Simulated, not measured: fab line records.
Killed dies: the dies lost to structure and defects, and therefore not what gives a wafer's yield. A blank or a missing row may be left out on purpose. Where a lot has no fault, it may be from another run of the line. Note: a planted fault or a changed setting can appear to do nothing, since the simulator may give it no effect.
fab line records	flow n5_finfet	part 1 of 2: steps 1 to 23 of 28
record lots=5	wafers=15	last_day=16
route steps=1938 shown HKMG_FIN@409
lots that met no fault: taken from a fault-free run of the same line
start_h: hours from the record's first day to the start of the lot's first wafer shown	wait_h: hours since the lot's step before	" repeats the value in the row above	L1.1+2: a single row standing in for several wafers	- no value, or no start given	* or withheld: withheld	< > ~ a bound
route shown NAME@n: names a module that has steps shown in the file, with the first one's number in the route	usual: mean and standard deviation over wafers with no fault	same: alike in all rows	chamber/n: place in a boat	sites: readings site by site	_std_site: standard deviation of those values	_edge_site: inner sites' mean taken away from outer sites' mean	radius_mm: how far each site lies from the wafer's centre	mask NAME#n: copy n	behind: the most recent tool/chamber to have shaped the wafer	hold: why the lot was held/for how many hours/how that ended	device: the n, p or np transistor that did not switch	end of line: the tests these same wafers got at the end of their route	for a step that has no rows: nothing shown but its recipe	killed: dies that structure and defects cost at the first sort, which is not the same as the wafer's yield	map: per-die view of a wafer (x killed, . not killed, _ where there is no die)
set.NAME: the run value of the setting; set.NAME@STEP: its run value at that earlier step	model.NAME: the simulator's own value behind a step, which no gauge read
lots at some steps of the route; a table a step, a row a wafer
services: when a tool's chamber went out of use (start_h, in hours from the record's first day, below 0 if earlier), for how many hours, and the reason
## steps
# step N5_HKMG_FIN_STRIP_60
# recipe chemistry=N2/H2	power_w=2500	temp_c=300	h2_frac=0.65	time_s=360	pressure_mtorr=withheld	n2_flow_sccm=1750	h2_flow_sccm=3250
# usual drypump_motor_current_A=5.8/0.46	h2_flow_sccm=3249/8.3	heater_power_w=497/36	temp_c=300.02/0.21
# same time_s=360
lot.wafer	tool	chamber	start_h	wait_h	drypump_motor_current_A	h2_flow_sccm	heater_power_w	rf_hours_counter_h	temp_c
L074.2	plasma_asher-02	0	72.76	0.0	5.9	3249	533	84	299.65
L074.3	"	1	"	"	5.9	3252	448	-	300.16
L074.5	"	0	"	"	5.9	3266	542	-	299.70
L077.1	plasma_asher-02	0	88.56	0.0	5.8	3241	535	87	300.03
L077.5	"	1	"	"	5.9	3241	437	-	300.10
L077.6	"	0	"	"	5.8	3232	527	-	300.10
L082.2	plasma_asher-01	1	121.35	0.0	6.4	3243	492	44	299.74
L082.3	"	0	"	"	5.0	3248	505	-	299.82
L082.5	"	0	"	"	5.0	3256	513	-	299.69
L084.4	plasma_asher-02	1	139.39	0.1	5.9	3239	454	-	300.16
L084.5	"	0	"	"	5.8	3252	533	-	300.08
L084.6	"	1	"	"	5.9	3244	445	-	300.24
L093.2	plasma_asher-01	0	188.81	0.0	5.0	3238	506	58	299.92
L093.5	"	1	"	"	6.4	3258	487	-	299.62
L093.6	"	0	"	"	5.0	3240	489	-	299.97
# step N5_HKMG_FIN_WET_ETCH_77
# recipe chemistry=dHCl	mix=1:10000	temp_c=25	target=La2O3	stop_on=HfO2	target_depth_nm=2
# usual temp_c=24.99/0.11
lot.wafer	tool	chamber	start_h	wait_h	temp_c
L074.2	wet_bench-05	1	73.15	0.3	24.83
L074.3	"	7	"	"	24.98
L074.5	"	4	"	"	25.04
L077.1	wet_bench-03	5	88.94	0.3	24.85
L077.5	"	6	"	"	24.86
L077.6	"	7	"	"	24.92
L082.2	wet_bench-05	4	121.74	0.3	25.10
L082.3	"	1	"	"	24.99
L082.5	"	3	"	"	24.99
L084.4	wet_bench-05	2	139.66	0.1	24.97
L084.5	"	0	"	"	25.00
L084.6	"	1	"	"	24.70
L093.2	wet_bench-05	6	189.19	0.3	24.98
L093.5	"	5	"	"	24.97
L093.6	"	2	"	"	24.78
# step N5_HKMG_FIN_WET_ETCH_78
# recipe chemistry=dNH4OH	mix=1:50	temp_c=25	target=Al2O3	stop_on=La2O3	target_depth_nm=4.5	dry=ipa_marangoni	rinse_time_s=30	rinse_temp_c=23
# usual temp_c=25.00/0.11
lot.wafer	tool	chamber	start_h	wait_h	temp_c
L074.2	wet_bench-05	1	73.18	0.0	24.98
L074.3	"	7	"	"	24.95
L074.5	"	4	"	"	24.83
L077.1	wet_bench-03	5	89.00	0.0	24.91
L077.5	"	6	"	"	24.99
L077.6	"	7	"	"	24.83
L082.2	wet_bench-05	4	121.77	0.0	25.22
L082.3	"	1	"	"	24.94
L082.5	"	3	"	"	25.10
L084.4	wet_bench-05	2	139.69	0.0	25.17
L084.5	"	0	"	"	24.98
L084.6	"	1	"	"	24.84
L093.2	wet_bench-05	6	189.22	0.0	24.84
L093.5	"	5	"	"	24.94
L093.6	"	2	"	"	25.19
# step N5_HKMG_FIN_ALD_79
# recipe material=TiN	target_thk_a=15	temp_c=400	ald_precursor_family=TiCl4	ald_co_reactant=NH3	pulse_time_s=1	purge_time_s=3	co_reactant_purge_time_s=2	co_reactant_pulse_time_s=2	ald_cycles=68	pressure_torr=3
# usual heater_power_w=851/70	precursor_pulse_height_rel=1.000/0.018
# same co_reactant_purge_time_s=2
lot.wafer	tool	chamber	start_h	wait_h	heater_power_w	precursor_pulse_height_rel
L074.2	ald_metal-01	3	73.25	0.0	808	1.010
L074.3	"	1	"	"	682	1.018
L074.5	"	3	"	"	848	0.981
L077.1	ald_metal-01	3	89.11	0.0	819	0.986
L077.5	"	1	"	"	664	0.964
L077.6	"	0	"	"	852	1.004
L082.2	ald_metal-03	0	121.84	0.0	920	1.004
L082.3	"	1	"	"	918	1.001
L082.5	"	0	"	"	917	0.997
L084.4	ald_metal-01	0	139.93	0.2	851	1.032
L084.5	"	1	"	"	669	1.042
L084.6	"	3	"	"	849	0.998
L093.2	ald_metal-01	2	189.30	0.0	865	0.978
L093.5	"	3	"	"	813	0.973
L093.6	"	1	"	"	678	0.975
# step N5_HKMG_FIN_CVD_62
# recipe material=a-Si	target_thk_a=30	temp_c=500	precursor=Si2H6	pressure_torr=1	time_s=20.8
# usual heater_power_w=1354/110
# same time_s=20.8
lot.wafer	tool	chamber	start_h	wait_h	heater_power_w
L074.2	thermal_cvd_si-02	0	73.61	0.2	1155
L074.3	"	2	"	"	1426
L074.5	"	0	"	"	1185
L077.1	thermal_cvd_si-01	1	89.48	0.2	1487
L077.5	"	2	"	"	1319
L077.6	"	0	"	"	1450
L082.2	thermal_cvd_si-02	2	122.21	0.2	1428
L082.3	"	0	"	"	1186
L082.5	"	2	"	"	1454
L084.4	thermal_cvd_si-02	2	140.17	0.1	1495
L084.5	"	1	"	"	1250
L084.6	"	0	"	"	1203
L093.2	thermal_cvd_si-01	1	189.66	0.2	1483
L093.5	"	1	"	"	1467
L093.6	"	0	"	"	1431
# step N5_HKMG_FIN_RTA_80
# recipe temp_c=withheld	time_s=2	ambient=N2	idle_temp_c=600	ramp_up_c_per_s=150	ramp_down_c_per_s=60	cool_to_c=600
# same time_s=2
lot.wafer	tool	chamber	start_h	wait_h
L074.2+3+5	rtp_anneal-02	0	73.76	0.1
L077.1+5+6	rtp_anneal-02	0	89.78	0.3
L082.2+3+5	rtp_anneal-02	0	122.36	0.1
L084.4+5+6	rtp_anneal-02	0	140.31	0.1
L093.2+5+6	rtp_anneal-01	0	189.82	0.1
# step N5_HKMG_FIN_PRECLEAN_64
# recipe chemistry=dHF	time_s=30	temp_c=25	dilution=withheld
# usual temp_c=25.00/0.11
# same time_s=30
lot.wafer	tool	chamber	start_h	wait_h	temp_c
L074.2	wet_bench-01	7	73.90	0.1	24.94
L074.3	"	6	"	"	24.74
L074.5	"	1	"	"	25.05
L077.1	wet_bench-03	7	89.93	0.1	25.01
L077.5	"	3	"	"	24.96
L077.6	"	6	"	"	25.06
L082.2	wet_bench-01	2	122.49	0.1	25.15
L082.3	"	3	"	"	25.10
L082.5	"	5	"	"	24.97
L084.4	wet_bench-03	2	140.40	0.1	24.81
L084.5	"	0	"	"	25.10
L084.6	"	1	"	"	25.06
L093.2	wet_bench-05	6	189.94	0.1	24.75
L093.5	"	4	"	"	24.97
L093.6	"	0	"	"	25.12
# step N5_HKMG_FIN_WET_ETCH_65
# recipe chemistry=TMAH	temp_c=70	conc_wt_pct=5	target=a-Si	stop_on=TiN	time_s=49	target_depth_nm=3
# usual conc_wt_pct=5.00/0.054	temp_c=70.00/0.11
# same time_s=49
lot.wafer	tool	chamber	start_h	wait_h	conc_wt_pct	temp_c
L074.2	wet_bench-01	7	73.91	0.0	5.07	69.99
L074.3	"	6	"	"	4.91	70.15
L074.5	"	1	"	"	5.04	70.03
L077.1	wet_bench-03	7	89.95	0.0	4.94	69.86
L077.5	"	3	"	"	5.07	69.99
L077.6	"	6	"	"	4.92	70.15
L082.2	wet_bench-01	2	122.51	0.0	5.04	69.97
L082.3	"	3	"	"	5.06	70.05
L082.5	"	5	"	"	5.03	69.98
L084.4	wet_bench-03	2	140.41	0.0	4.95	70.05
L084.5	"	0	"	"	5.00	69.93
L084.6	"	1	"	"	5.00	69.84
L093.2	wet_bench-05	6	189.95	0.0	5.01	70.05
L093.5	"	4	"	"	5.03	69.81
L093.6	"	0	"	"	5.06	69.79
# step N5_HKMG_FIN_WET_ETCH_81
# recipe chemistry=SC1	target=TiN	stop_on=HfO2	mix=1:1:5	temp_c=60	time_s=57	target_depth_nm=6
# usual temp_c=60.02/0.12
# same time_s=57
lot.wafer	tool	chamber	start_h	wait_h	temp_c
L074.2	wet_bench-01	7	73.93	0.0	60.04
L074.3	"	6	"	"	59.99
L074.5	"	1	"	"	59.80
L077.1	wet_bench-03	7	89.97	0.0	60.27
L077.5	"	3	"	"	59.84
L077.6	"	6	"	"	60.13
L082.2	wet_bench-01	2	122.53	0.0	59.84
L082.3	"	3	"	"	59.82
L082.5	"	5	"	"	60.03
L084.4	wet_bench-03	2	140.42	0.0	60.08
L084.5	"	0	"	"	59.91
L084.6	"	1	"	"	60.21
L093.2	wet_bench-05	6	189.97	0.0	60.15
L093.5	"	4	"	"	59.92
L093.6	"	0	"	"	60.13
# step N5_HKMG_FIN_WET_ETCH_82
# recipe chemistry=dHCl	mix=1:10000	temp_c=25	target=La2O3	stop_on=HfO2	target_depth_nm=2	dry=ipa_marangoni	rinse_time_s=30	rinse_temp_c=23
# usual temp_c=25.00/0.1
lot.wafer	tool	chamber	start_h	wait_h	temp_c
L074.2	wet_bench-01	7	73.96	0.0	24.93
L074.3	"	6	"	"	24.93
L074.5	"	1	"	"	24.82
L077.1	wet_bench-03	7	90.04	0.0	25.03
L077.5	"	3	"	"	24.80
L077.6	"	6	"	"	24.86
L082.2	wet_bench-01	2	122.60	0.0	25.31
L082.3	"	3	"	"	25.01
L082.5	"	5	"	"	24.99
L084.4	wet_bench-03	2	140.46	0.0	25.01
L084.5	"	0	"	"	25.20
L084.6	"	1	"	"	25.07
L093.2	wet_bench-05	6	190.00	0.0	25.10
L093.5	"	4	"	"	25.04
L093.6	"	0	"	"	24.73
# step N5_HKMG_FIN_ALD_36
# recipe material=TiN	target_thk_a=10	temp_c=400	ald_precursor_family=TiCl4	ald_co_reactant=NH3	pulse_time_s=1	purge_time_s=3	co_reactant_purge_time_s=2	co_reactant_pulse_time_s=2	ald_cycles=47	pressure_torr=3
# usual heater_power_w=823/70	precursor_pulse_height_rel=1.002/0.018
# same co_reactant_purge_time_s=2
lot.wafer	tool	chamber	start_h	wait_h	heater_power_w	precursor_pulse_height_rel
L074.2	ald_metal-03	0	74.02	0.0	925	1.004
L074.3	"	2	"	"	861	1.037
L074.5	"	0	"	"	928	1.016
L077.1	ald_metal-02	3	90.13	0.0	798	0.989
L077.5	"	0	"	"	808	0.989
L077.6	"	1	"	"	850	0.996
L082.2	ald_metal-02	3	122.70	0.0	816	0.970
L082.3	"	2	"	"	801	1.027
L082.5	"	0	"	"	837	1.012
L084.4	ald_metal-01	0	140.64	0.2	842	1.008
L084.5	"	3	"	"	806	1.023
L084.6	"	1	"	"	684	1.010
L093.2	ald_metal-02	1	190.06	0.0	874	0.993
L093.5	"	0	"	"	826	1.052
L093.6	"	3	"	"	821	1.016
# step N5_HKMG_FIN_THK_MEAS_70
# recipe thk_meas_gauge=xrf	reads=HfO2_of_HKMG_FIN_HK_ALD_01
# usual HK_THK=1.559/0.016
lot.wafer	tool	chamber	start_h	wait_h	HK_THK[nm]
L074.2	film_metro-02	-	74.30	0.2	1.557
L074.3	"	-	"	"	1.538
L074.5	"	-	"	"	1.554
L077.1	film_metro-01	-	90.41	0.2	1.566
L077.5	"	-	"	"	1.551
L077.6	"	-	"	"	1.554
L082.2	film_metro-01	-	122.98	0.2	1.594
L082.3	"	-	"	"	1.560
L082.5	"	-	"	"	1.557
L084.4	film_metro-02	-	140.80	0.0	1.580
L084.5	"	-	"	"	1.576
L084.6	"	-	"	"	1.527
L093.2	film_metro-02	-	190.34	0.2	1.539
L093.5	"	-	"	"	1.554
L093.6	"	-	"	"	1.569
# step N5_HKMG_FIN_PWFM_ALD_03
# recipe material=TiN	target_thk_a=20	temp_c=400	ald_precursor_family=TiCl4	ald_co_reactant=NH3	pulse_time_s=1	purge_time_s=3	co_reactant_purge_time_s=2	co_reactant_pulse_time_s=2	ald_cycles=91	pressure_torr=3
# usual heater_power_w=848/64	precursor_pulse_height_rel=0.999/0.019
# same co_reactant_purge_time_s=2
lot.wafer	tool	chamber	start_h	wait_h	heater_power_w	precursor_pulse_height_rel
L074.2	ald_metal-02	2	74.34	0.0	810	0.970
L074.3	"	0	"	"	822	0.970
L074.5	"	2	"	"	814	1.011
L077.1	ald_metal-01	0	90.45	0.0	845	0.956
L077.5	"	1	"	"	674	1.012
L077.6	"	3	"	"	831	0.963
L082.2	ald_metal-02	3	123.01	0.0	831	1.016
L082.3	"	0	"	"	849	1.004
L082.5	"	1	"	"	864	1.003
L084.4	ald_metal-02	2	141.06	0.3	820	1.020
L084.5	"	0	"	"	844	1.012
L084.6	"	3	"	"	803	1.005
L093.2	ald_metal-03	3	190.38	0.0	957	0.988
L093.5	"	3	"	"	931	0.984
L093.6	"	2	"	"	851	0.992
# step N5_HKMG_FIN_COAT_29
# recipe resist=SOC	temp_c=250	time_s=60	spin_rpm=1500	resist_thk_nm=300
# usual resist_line_temp_C=23.02/0.11	spin_speed_rpm=1500.0/0.99
# same time_s=60
lot.wafer	tool	chamber	start_h	wait_h	resist_line_temp_C	spin_speed_rpm
L074.2	litho_track-02	0	74.81	0.2	23.01	1499.7
L074.3	"	0	"	"	23.03	1499.1
L074.5	"	0	"	"	23.07	1499.1
L077.1	litho_track-01	0	90.92	0.2	22.87	1499.9
L077.5	"	0	"	"	23.12	1497.9
L077.6	"	0	"	"	22.96	1497.6
L082.2	litho_track-02	0	123.48	0.2	23.10	1499.4
L082.3	"	0	"	"	23.00	1499.1
L082.5	"	0	"	"	22.99	1498.4
L084.4	litho_track-02	0	141.31	0.0	23.00	1499.7
L084.5	"	0	"	"	23.04	1500.2
L084.6	"	0	"	"	23.04	1499.4
L093.2	litho_track-02	0	190.85	0.2	23.04	1500.8
L093.5	"	0	"	"	22.93	1501.8
L093.6	"	0	"	"	22.96	1499.4
# step N5_HKMG_FIN_COAT_30
# recipe resist=SiARC	temp_c=220	time_s=60	spin_rpm=1500	resist_thk_nm=35
# usual resist_line_temp_C=23.03/0.11	spin_speed_rpm=1500.1/1.1
# same time_s=60
lot.wafer	tool	chamber	start_h	wait_h	resist_line_temp_C	spin_speed_rpm
L074.2	litho_track-02	0	-	-	23.10	1500.3
L074.3	"	0	"	"	22.96	1500.7
L074.5	"	0	"	"	23.09	1499.5
L077.1	litho_track-01	0	-	-	23.22	1499.8
L077.5	"	0	"	"	23.16	1499.7
L077.6	"	0	"	"	23.05	1498.5
L082.2	litho_track-02	0	-	-	23.06	1498.5
L082.3	"	0	"	"	23.13	1499.3
L082.5	"	0	"	"	23.00	1500.2
L084.4	litho_track-02	0	-	-	23.13	1498.9
L084.5	"	0	"	"	22.98	1500.0
L084.6	"	0	"	"	23.25	1499.4
L093.2	litho_track-02	0	-	-	22.79	1499.0
L093.5	"	0	"	"	22.97	1499.3
L093.6	"	0	"	"	22.90	1499.3
# step N5_HKMG_FIN_COAT_06
# recipe resist=CAR-ArF	spin_rpm=1500	resist_thk_nm=90
# usual resist_line_temp_C=22.99/0.1	spin_speed_rpm=1500.0/1.1
lot.wafer	tool	chamber	start_h	wait_h	resist_line_temp_C	spin_speed_rpm
L074.2	litho_track-02	0	-	-	22.97	1498.9
L074.3	"	0	"	"	23.00	1500.1
L074.5	"	0	"	"	22.96	1499.3
L077.1	litho_track-01	0	-	-	22.97	1499.9
L077.5	"	0	"	"	23.24	1499.0
L077.6	"	0	"	"	23.19	1498.8
L082.2	litho_track-02	0	-	-	23.11	1499.7
L082.3	"	0	"	"	22.98	1502.1
L082.5	"	0	"	"	23.03	1500.5
L084.4	litho_track-02	0	-	-	23.00	1501.6
L084.5	"	0	"	"	22.88	1502.8
L084.6	"	0	"	"	22.87	1502.7
L093.2	litho_track-02	0	-	-	22.99	1499.0
L093.5	"	0	"	"	22.93	1498.3
L093.6	"	0	"	"	22.83	1499.7
# step N5_HKMG_FIN_EBR_08
# recipe solvent=PGMEA	ebr_width_mm=1.5
# usual resist_line_temp_C=22.98/0.11
lot.wafer	tool	chamber	start_h	wait_h	resist_line_temp_C
L074.2	litho_track-02	0	-	-	23.00
L074.3	"	0	"	"	23.01
L074.5	"	0	"	"	22.98
L077.1	litho_track-01	0	-	-	22.92
L077.5	"	0	"	"	22.89
L077.6	"	0	"	"	22.98
L082.2	litho_track-02	0	-	-	22.81
L082.3	"	0	"	"	23.10
L082.5	"	0	"	"	22.87
L084.4	litho_track-02	0	-	-	22.86
L084.5	"	0	"	"	23.04
L084.6	"	0	"	"	22.97
L093.2	litho_track-02	0	-	-	23.07
L093.5	"	0	"	"	22.95
L093.6	"	0	"	"	23.02
# step N5_HKMG_FIN_SOFTBAKE_07
# recipe temp_c=110	time_s=60	resist=CAR-ArF
# usual resist_line_temp_C=23.02/0.1
# same time_s=60
lot.wafer	tool	chamber	start_h	wait_h	resist_line_temp_C
L074.2	litho_track-02	0	-	-	22.83
L074.3	"	0	"	"	23.08
L074.5	"	0	"	"	22.91
L077.1	litho_track-01	0	-	-	22.99
L077.5	"	0	"	"	22.92
L077.6	"	0	"	"	22.87
L082.2	litho_track-02	0	-	-	22.99
L082.3	"	0	"	"	23.11
L082.5	"	0	"	"	23.05
L084.4	litho_track-02	0	-	-	23.03
L084.5	"	0	"	"	23.02
L084.6	"	0	"	"	22.93
L093.2	litho_track-02	0	-	-	22.98
L093.5	"	0	"	"	23.02
L093.6	"	0	"	"	23.16
# step N5_HKMG_FIN_EXPOSE_09
# recipe mask_id=NWFM	na=1.35	source_shape=conventional	sigma_outer=0.8	polarization=unpolarized	dose_mj=39.25
# usual exposure_dose_mJ_cm2=39.21/0.036
# same na=1.35	sigma_outer=0.8
lot.wafer	tool	chamber	start_h	wait_h	mask	exposure_dose_mJ_cm2
L074.2	arfi_scanner-02	0	75.06	-	NWFM#0	39.17
L074.3	"	0	"	"	NWFM#0	39.24
L074.5	"	0	"	"	NWFM#0	39.19
L077.1	arfi_scanner-03	0	91.19	-	NWFM#0	39.19
L077.5	"	0	"	"	NWFM#0	39.20
L077.6	"	0	"	"	NWFM#0	39.18
L082.2	arfi_scanner-03	0	123.61	-	NWFM#0	39.16
L082.3	"	0	"	"	NWFM#0	39.21
L082.5	"	0	"	"	NWFM#0	39.16
L084.4	arfi_scanner-03	0	141.56	-	NWFM#0	39.17
L084.5	"	0	"	"	NWFM#0	39.23
L084.6	"	0	"	"	NWFM#0	39.27
L093.2	arfi_scanner-03	0	190.97	-	NWFM#0	39.21
L093.5	"	0	"	"	NWFM#0	39.17
L093.6	"	0	"	"	NWFM#0	39.14
# step N5_HKMG_FIN_PEB_10
# recipe peb_temp_c=withheld	peb_time_s=60	resist=CAR-ArF
# usual resist_line_temp_C=22.98/0.086
lot.wafer	tool	chamber	start_h	wait_h	resist_line_temp_C
L074.2	litho_track-02	0	75.11	0.0	22.99
L074.3	"	0	"	"	23.03
L074.5	"	0	"	"	22.89
L077.1	litho_track-01	0	91.24	0.1	22.99
L077.5	"	0	"	"	22.79
L077.6	"	0	"	"	22.89
L082.2	litho_track-02	0	123.66	0.0	22.95
L082.3	"	0	"	"	23.02
L082.5	"	0	"	"	22.95
L084.4	litho_track-02	0	141.61	0.0	22.97
L084.5	"	0	"	"	22.83
L084.6	"	0	"	"	23.05
L093.2	litho_track-01	0	191.02	0.0	22.91
L093.5	"	0	"	"	23.01
L093.6	"	0	"	"	23.05
# step N5_HKMG_FIN_DEVELOP_11
# recipe develop_time_s=30	developer=TMAH	resist=CAR-ArF	dev_temp_c=23	rinse_liquid=diw	dry=air_spin
# usual resist_line_temp_C=23.00/0.1
lot.wafer	tool	chamber	start_h	wait_h	resist_line_temp_C
L074.2	litho_track-02	0	-	-	22.98
L074.3	"	0	"	"	22.98
L074.5	"	0	"	"	22.85
L077.1	litho_track-01	0	-	-	23.23
L077.5	"	0	"	"	23.15
L077.6	"	0	"	"	23.05
L082.2	litho_track-02	0	-	-	23.00
L082.3	"	0	"	"	23.00
L082.5	"	0	"	"	23.04
L084.4	litho_track-02	0	-	-	23.13
L084.5	"	0	"	"	23.06
L084.6	"	0	"	"	23.10
L093.2	litho_track-01	0	-	-	22.96
L093.5	"	0	"	"	23.16
L093.6	"	0	"	"	23.19
# step N5_HKMG_FIN_CD_MEAS_12
# recipe target_cd_nm=92.8	landing_energy_ev=500	detector=se_inlens
# usual cd_nm=92.9/0.6
lot.wafer	tool	chamber	start_h	wait_h	cd_nm
L074.2	cd_sem-02	0	75.18	-	92.8
L074.3	"	0	"	"	93.3
L074.5	"	0	"	"	93.6
L077.1	cd_sem-03	0	91.31	-	93.7
L077.5	"	0	"	"	93.4
L077.6	"	0	"	"	93.2
L082.2	cd_sem-01	0	123.73	-	93.2
L082.3	"	0	"	"	92.7
L082.5	"	0	"	"	93.7
L084.4	cd_sem-02	0	141.68	-	93.0
L084.5	"	0	"	"	92.9
L084.6	"	0	"	"	92.9
L093.2	cd_sem-02	0	191.09	-	92.7
L093.5	"	0	"	"	92.9
L093.6	"	0	"	"	92.5
# step N5_HKMG_FIN_OVL_MEAS_13
# recipe points_per_wafer=44
# usual NWFM_OVL=-0.1/0.73
lot.wafer	tool	chamber	start_h	wait_h	NWFM_OVL[nm]
L074.2	overlay-02	0	75.20	0.0	-0.3
L074.3	"	0	"	"	-0.5
L074.5	"	0	"	"	0.4
L077.1	overlay-02	0	91.34	0.0	-0.4
L077.5	"	0	"	"	0.1
L077.6	"	0	"	"	-1.4
L082.2	overlay-01	0	123.76	0.0	0.5
L082.3	"	0	"	"	0.5
L082.5	"	0	"	"	0.8
L084.4	overlay-01	0	141.70	0.0	-0.4
L084.5	"	0	"	"	-0.1
L084.6	"	0	"	"	-1.4
L093.2	overlay-01	0	191.16	0.1	-0.5
L093.5	"	0	"	"	0.3
L093.6	"	0	"	"	-0.6
